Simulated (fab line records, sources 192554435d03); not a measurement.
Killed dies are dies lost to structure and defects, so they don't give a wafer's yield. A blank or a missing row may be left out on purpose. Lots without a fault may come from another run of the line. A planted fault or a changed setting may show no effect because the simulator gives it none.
fab line records | flow n5_finfet
record lots=14 wafers=41 last_day=24
route steps=1938 shown BEOL_M11@1553
lots that met no fault: from a run of the same line without faults
start_h: hours from the record's first day to the start of the lot's first wafer shown | wait_h: hours since the lot's step before | " the same as in the row above | L1.1+2: a row that stands for several wafers | - no value, or no start given | * or withheld: withheld | < > ~ a bound
route shown NAME@n: a module of which the file shows steps, and the number in the route of the first | usual: mean/standard deviation of fault-free wafers | same: alike in all rows | chamber/n: place in a boat | sites: the reading at each site | _std_site: their standard deviation | _edge_site: outer sites' mean less inner sites' | radius_mm: how far each site lies from the wafer's centre | mask NAME#n: copy n | behind: the tool/chamber that last shaped the wafer | hold: why the lot was held/for how many hours/how that ended | device: the transistor (n, p or np) that didn't switch | end of line: the same wafers' tests at the end of the route | a step without rows: its recipe alone | killed: dies lost to structure and defects at the first sort, not the wafer's yield | map: a wafer's dies, x killed, . not, _ none there
set.NAME: the setting as run; set.NAME@STEP: as run at that earlier step | model.NAME: the simulator's own value behind a step, which no gauge read
steps of the route over a sample of lots; a table a step, a row a wafer
services: from which hour (start_h, from the record's first day; less than 0 if before it) a tool's chamber was out of use, for how many hours, and why
## steps
# step N5_BEOL_M11_ETCH_61
# recipe chemistry=CF4 target=SiARC target_depth_a=390 mask_material=CAR-ArF time_s=65 ion_energy_ev=80 pressure_mtorr=40 source_w=545 bias_w=36 Ar_flow_sccm=100 cf4_flow_sccm=100 ends=cleared
# usual drypump_motor_current_A=5.6/0.38 etch_rf_on_time_s=65.5/1.4 oes_product_au=0.69/0.075 rf_vpp_V=183.9/1.1 showerhead_plenum_p_Torr=2.13/0.048 throttle_valve_pct=15.50/0.17
# columns lot.wafer tool chamber start_h wait_h drypump_motor_current_A etch_rf_on_time_s oes_product_au rf_hours_counter_h rf_vpp_V showerhead_plenum_p_Torr throttle_valve_pct
L145.1 rie_diel-04 0 361.98 0.0 5.3 66.4 0.66 103 185.3 2.24 15.74
L145.4 " 3 " " 5.8 67.5 0.60 - 183.1 2.13 15.54
L145.6 " 1 " " 5.4 65.2 0.59 - 183.2 2.13 16.03
L148.2 rie_diel-05 1 368.82 0.0 5.9 64.0 0.77 24 183.8 2.10 15.32
L148.4 " 2 " " 5.6 64.6 0.60 207 184.3 2.13 15.61
L148.6 " 1 " " 5.9 63.9 0.77 - 184.7 2.10 15.33
L147.2 rie_diel-01 1 391.42 0.0 5.6 65.5 0.62 166 183.5 2.15 15.59
L147.3 " 2 " " 6.2 65.3 0.69 91 185.6 2.16 15.52
L147.6 " 2 " " 6.2 64.8 0.70 - 184.2 2.16 15.51
L149.1 rie_diel-05 0 413.63 0.0 5.3 67.0 0.78 19 183.8 2.10 15.32
L149.2 " 3 " " 5.8 63.1 0.78 45 183.3 2.10 15.37
L149.3 " 2 " " 5.6 65.3 0.59 218 184.3 2.13 15.63
L150.1 rie_diel-05 1 422.04 0.0 5.9 66.2 0.73 36 182.5 2.09 15.37
L150.5 " 3 " " 5.9 64.7 0.76 - 184.4 2.10 15.37
L150.6 " 0 " " 5.3 67.6 0.78 - 183.0 2.10 15.33
L154.1 rie_diel-05 3 422.71 0.0 5.9 63.5 0.77 47 182.4 2.10 15.37
L154.2 " 0 " " 5.3 66.6 0.77 21 183.7 2.10 15.32
L154.3 " 1 " " 5.9 64.5 0.75 37 183.3 2.09 15.36
L146.2 rie_diel-01 3 441.87 0.0 6.2 65.6 0.70 84 183.8 2.14 15.32
L146.4 " 0 " " 5.0 68.0 0.58 202 180.8 2.04 15.46
L146.6 " 0 " " 5.0 67.7 0.59 - 184.5 2.04 15.42
L151.2 rie_diel-04 0 457.54 0.0 5.3 67.7 0.63 135 184.4 2.23 15.79
L151.3 " 3 " " 5.8 68.3 0.57 249 184.3 2.12 15.59
L151.5 " 0 " " 5.3 67.5 0.64 - 186.0 2.23 15.79
L152.1 rie_diel-05 1 461.22 0.0 5.9 64.1 0.73 48 181.9 2.09 15.39
L152.5 " 1 " " 5.9 64.3 0.73 - 183.1 2.09 15.38
L152.6 " 0 " " 5.3 67.3 0.75 - 183.0 2.09 15.35
L155.1 rie_diel-04 0 464.44 0.0 5.3 67.3 0.64 138 186.4 2.23 15.79
L155.4 " 2 " " 5.1 64.2 0.77 - 185.8 2.18 15.32
L155.5 " 1 " " 5.4 63.2 0.78 - 184.7 2.12 15.58
L157.2 rie_diel-04 0 465.93 0.0 5.3 67.7 0.63 139 185.8 2.23 15.79
L157.4 " 2 " " 5.1 64.4 0.76 - 183.7 2.18 15.33
L157.6 " 1 " " 5.4 63.8 0.78 - 183.6 2.12 15.59
L156.2 rie_diel-04 2 468.40 0.0 5.1 64.7 0.76 35 185.4 2.18 15.33
L156.3 " 1 " " 5.4 63.7 0.78 25 183.5 2.12 15.59
L156.4 " 1 " " 5.4 63.3 0.79 - 183.3 2.12 15.58
L166.1 rie_diel-04 0 520.58 0.0 5.3 67.3 0.61 159 185.4 2.22 15.84
L166.2 " 2 " " 5.1 64.4 0.74 52 184.0 2.18 15.36
L166.6 " 0 " " 5.3 67.1 0.62 - 186.2 2.22 15.84
L167.1 rie_diel-04 3 525.39 0.0 5.8 65.3 0.77 15 183.3 2.11 15.16
L167.6 " 2 " " 5.1 65.1 0.74 - 185.3 2.18 15.37
# step N5_BEOL_M11_HM_OPEN_17
# recipe chemistry=Cl2/BCl3 target_depth_a=200 overetch_a=60 target=TiN mask_material=SOC ion_energy_ev=150 pressure_mtorr=10 icp_w=1000 bias_w=126 Cl2_flow_sccm=53.25 bcl3_flow_sccm=21.75 Ar_flow_sccm=25
# usual drypump_motor_current_A=5.7/0.39 oes_product_au=0.71/0.054 throttle_valve_pct=21.98/0.22
# columns lot.wafer tool chamber start_h wait_h drypump_motor_current_A oes_product_au rf_hours_counter_h throttle_valve_pct
L145.1 rie_metal-02 0 362.22 0.0 5.9 0.79 1 21.73
L145.4 " 1 " " 6.0 0.69 - 22.10
L145.6 " 1 " " 5.9 0.69 - 22.09
L148.2 rie_metal-01 0 369.06 0.0 5.8 0.73 15 21.92
L148.4 " 0 " " 5.8 0.71 - 21.92
L148.6 " 1 " " 4.9 0.64 - 21.98
L147.2 rie_metal-01 1 391.66 0.0 4.9 0.63 54 21.98
L147.3 " 1 " " 4.9 0.64 - 21.96
L147.6 " 1 " " 4.9 0.63 - 21.97
L149.1 rie_metal-02 0 413.87 0.0 5.9 0.76 6 21.72
L149.2 " 1 " " 5.9 0.69 28 22.08
L149.3 " 1 " " 5.9 0.70 - 22.11
L150.1 rie_metal-01 0 422.28 0.0 5.8 0.71 18 21.94
L150.5 " 1 " " 4.9 0.63 - 22.00
L150.6 " 0 " " 5.8 0.72 - 21.92
L154.1 rie_metal-02 0 423.02 0.1 5.9 0.75 8 21.75
L154.2 " 1 " " 5.9 0.69 29 22.09
L154.3 " 0 " " 5.9 0.75 - 21.73
L146.2 rie_metal-03 0 442.14 0.1 6.1 0.73 - 21.78
L146.4 " 0 " " 6.1 0.73 - 21.78
L146.6 " 0 " " 6.1 0.74 - 21.76
L151.2 rie_metal-03 0 457.78 0.0 6.1 0.72 16 21.78
L151.3 " 0 " " 6.1 0.72 - 21.78
L151.5 " 1 " " 5.5 0.82 - 22.41
L152.1 rie_metal-03 1 461.46 0.0 5.5 0.82 1 22.41
L152.5 " 0 " " 6.1 0.73 - 21.77
L152.6 " 1 " " 5.5 0.81 - 22.42
L155.1 rie_metal-02 1 464.67 0.0 5.9 0.67 33 22.11
L155.4 " 1 " " 5.9 0.68 - 22.11
L155.5 " 0 " " 5.9 0.74 - 21.74
L157.2 rie_metal-02 0 467.45 1.3 5.8 0.73 11 21.75
L157.4 " 1 " " 5.9 0.68 - 22.11
L157.6 " 1 " " 5.9 0.67 - 22.10
L156.2 rie_metal-03 0 468.64 0.0 6.1 0.72 17 21.79
L156.3 " 1 " " 5.5 0.81 - 22.44
L156.4 " 0 " " 6.1 0.73 - 21.79
L166.1 rie_metal-01 0 520.82 0.0 5.8 0.68 28 21.96
L166.2 " 1 " " 4.9 0.61 64 22.02
L166.6 " 1 " " 4.9 0.61 - 22.00
L167.1 rie_metal-03 1 525.63 0.0 5.5 0.75 7 22.45
L167.6 " 0 " " 6.1 0.70 - 21.79
# step N5_BEOL_M11_CD_MEAS_18
# recipe pitch_nm=140 target_cd_nm=70
# usual cd_nm=69.8/0.67
# columns lot.wafer tool chamber start_h wait_h cd_nm
L145.1 cd_sem-01 - 362.40 0.0 70.2
L145.4 " - " " 69.0
L145.6 " - " " 69.3
L148.2 cd_sem-01 - 369.32 0.1 69.9
L148.4 " - " " 69.6
L148.6 " - " " 69.6
L147.2 cd_sem-01 - 391.94 0.1 71.5
L147.3 " - " " 70.5
L147.6 " - " " 70.8
L149.1 cd_sem-02 - 414.06 0.0 68.8
L149.2 " - " " 69.3
L149.3 " - " " 70.2
L150.1 cd_sem-01 - 422.59 0.0 70.3
L150.5 " - " " 69.5
L150.6 " - " " 70.0
L154.1 cd_sem-01 - 423.20 0.0 70.8
L154.2 " - " " 70.1
L154.3 " - " " 69.6
L146.2 cd_sem-01 - 442.42 0.1 70.4
L146.4 " - " " 70.5
L146.6 " - " " 70.6
L151.2 cd_sem-01 - 458.00 0.1 70.3
L151.3 " - " " 68.7
L151.5 " - " " 70.8
L152.1 cd_sem-03 - 461.64 0.0 69.1
L152.5 " - " " 69.8
L152.6 " - " " 70.2
L155.1 cd_sem-01 - 464.98 0.0 70.1
L155.4 " - " " 69.5
L155.5 " - " " 70.4
L157.2 cd_sem-01 - 467.81 0.1 71.1
L157.4 " - " " 70.3
L157.6 " - " " 70.8
L156.2 cd_sem-01 - 468.92 0.1 69.6
L156.3 " - " " 69.4
L156.4 " - " " 70.3
L166.1 cd_sem-02 - 521.00 0.0 69.7
L166.2 " - " " 68.8
L166.6 " - " " 69.5
L167.1 cd_sem-01 - 525.81 0.0 69.5
L167.6 " - " " 69.8
# step N5_BEOL_M11_PEB_26
# recipe peb_temp_c=withheld peb_time_s=60 resist=CAR-ArF
# usual chill_plate_temp_C=23.01/0.09 exhaust_pa=45.0/0.91
# columns lot.wafer tool chamber start_h wait_h chill_plate_temp_C exhaust_pa
L145.1 litho_track-03 0 362.64 0.1 23.03 45.7
L145.4 " 0 " " 22.94 44.5
L145.6 " 0 " " 23.10 44.0
L148.2 litho_track-05 0 369.54 0.1 23.02 44.4
L148.4 " 0 " " 23.07 42.6
L148.6 " 0 " " 23.03 45.6
L147.2 litho_track-04 0 392.29 0.1 22.78 44.4
L147.3 " 0 " " 23.08 44.2
L147.6 " 0 " " 23.04 44.7
L149.1 litho_track-04 0 415.95 0.1 22.90 45.7
L149.2 " 0 " " 22.92 45.0
L149.3 " 0 " " 22.94 43.9
L150.1 litho_track-04 0 424.87 0.1 23.05 43.3
L150.5 " 0 " " 22.92 44.2
L150.6 " 0 " " 22.99 43.8
L154.1 litho_track-03 0 425.04 0.1 23.18 45.1
L154.2 " 0 " " 23.07 45.5
L154.3 " 0 " " 22.98 44.9
L146.2 litho_track-04 0 447.67 0.1 22.97 46.1
L146.4 " 0 " " 23.00 44.7
L146.6 " 0 " " 23.14 45.2
L151.2 litho_track-05 0 459.05 0.1 22.97 46.1
L151.3 " 0 " " 22.98 46.4
L151.5 " 0 " " 22.98 46.7
L152.1 litho_track-05 0 463.41 0.1 23.31 43.7
L152.5 " 0 " " 23.22 44.9
L152.6 " 0 " " 23.14 44.5
L155.1 litho_track-05 0 466.04 0.1 22.93 46.0
L155.4 " 0 " " 22.95 44.4
L155.5 " 0 " " 23.07 44.2
L157.2 litho_track-05 - 472.16 0.1 - -
L157.4 " - " " - -
L157.6 " - " " - -
L156.2 litho_track-04 - 472.20 0.1 - -
L156.3 " - " " - -
L156.4 " - " " - -
L166.1 litho_track-03 0 525.78 0.1 22.94 44.5
L166.2 " 0 " " 23.10 44.5
L166.6 " 0 " " 23.08 44.8
L167.1 litho_track-05 0 528.40 0.1 23.07 45.3
L167.6 " 0 " " 23.02 45.6
## services
# columns tool chamber start_h hours kind
rie_metal-02 - 341.69 0.2 repair
rie_diel-04 2 348.86 - clean
rie_diel-04 2 348.86 - consumable_replace:focus_ring
rie_diel-04 2 348.86 18.3 scheduled_down
rie_diel-04 2 348.86 18.3 vent_cycle
rie_diel-04 1 371.06 - clean
rie_diel-04 1 371.06 - consumable_replace:focus_ring
rie_diel-04 1 371.06 16.2 scheduled_down
rie_diel-04 1 371.06 16.2 vent_cycle
rie_diel-01 3 402.03 14.8 repair
rie_metal-01 0 405.52 9.5 repair
rie_metal-01 - 405.81 15.6 pm
rie_diel-01 0 408.18 3.1 repair
rie_diel-01 3 422.49 3.5 repair
rie_metal-03 - 435.58 0.9 repair
rie_diel-01 - 452.31 14.6 pm
rie_diel-04 3 460.76 - clean
rie_diel-04 3 460.76 - consumable_replace:focus_ring
rie_diel-01 - 467.94 2.8 pm
rie_diel-01 1 471.75 9.3 repair
rie_diel-01 3 475.74 4.3 repair
rie_metal-02 - 504.66 0.2 repair
rie_diel-05 2 513.48 - clean
rie_diel-05 2 513.48 - consumable_replace:focus_ring
## key
first_sign step=N5_BEOL_M11_PEB_26 reading=tool_record direction=missing
effect none on later readings
met_at N5_BEOL_M11_PEB_26
struck_lots L156,L157
later_rows_left_out L156.2,L156.3,L156.4,L157.2,L157.4,L157.6
sort_left_out L156.2,L156.3,L156.4,L157.2,L157.4,L157.6
not_acting_at N5_BEOL_M11_ETCH_61,N5_BEOL_M11_HM_OPEN_17,N5_BEOL_M11_CD_MEAS_18
onset_between 466.04 472.16
fault kind=skipped_step_whole tool=litho_track-04,litho_track-05 chamber=- onset_h=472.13 steps=N5_BEOL_M11_PEB_26 scope=struck_lots_only
# sort_left_out: the simulated sort isn't trusted on such a fault, so these wafers' sort isn't shown, and their yield isn't known
# later_rows_left_out: the simulator's readings of these wafers behind a module that went badly wrong aren't trusted and aren't shown, but for the sort
